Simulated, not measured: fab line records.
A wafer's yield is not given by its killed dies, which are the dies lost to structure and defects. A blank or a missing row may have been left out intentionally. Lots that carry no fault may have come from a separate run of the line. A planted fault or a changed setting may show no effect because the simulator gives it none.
The tool behind it: which one? + flow n5_finfet + 11 lots, 33 wafers sampled, at 1 step of a route of 1938

== WHAT EACH GAUGE READ, for each wafer ==
N5_BEOL_M14_THK_MEAS_50: measures by xrf.
| lot  | measured     | on            | M14_THK (nm) |
|------|--------------|---------------|--------------|
| L867 | day 11 11:11 | film_metro-02 | 554 583 564  |
| L866 | day 11 11:13 | film_metro-01 | 558 567 557  |
| L870 | day 11 21:01 | film_metro-02 | 551 583 579  |
| L869 | day 12 00:46 | film_metro-02 | 555 572 569  |
| L872 | day 12 14:56 | film_metro-01 | 558 559 561  |
| L875 | day 13 19:57 | film_metro-02 | 545 582 556  |
| L879 | day 14 20:42 | film_metro-01 | 554 590 571  |
| L882 | day 15 08:40 | film_metro-02 | 612 560 559  |
| L883 | day 15 18:46 | film_metro-01 | 579 567 591  |
| L886 | day 16 16:05 | film_metro-02 | 565 585 610  |
| L888 | day 16 23:47 | film_metro-02 | 539 572 542  |

== WHICH TOOL RAN EACH LOT (tool, then ch and the chambers of the sampled wafers, then the start) ==
No process step before these readings appears in the record.

== THE ANSWER, worked out from the rows above alone ==
Rule: the usual values come from the lots themselves. Put in order of their means at a reading, lots are off if they are a third of the lots or fewer, leave a main group of 4 or more, and stand apart from it by a gap of 3 or more times the standard deviation of the main group's means; of several such gaps the widest counts. The tables above print the reading to a certain number of digits; a main group whose means all agree to those digits is not used. Also off: a lot with no number at a reading for which 4 or more lots have one. Where the step has rows for the other lots, those lots are counted as sound.
No lot is off at any reading shown: from this, nothing can be told.

== WHAT THE SIMULATOR PUT IN ==
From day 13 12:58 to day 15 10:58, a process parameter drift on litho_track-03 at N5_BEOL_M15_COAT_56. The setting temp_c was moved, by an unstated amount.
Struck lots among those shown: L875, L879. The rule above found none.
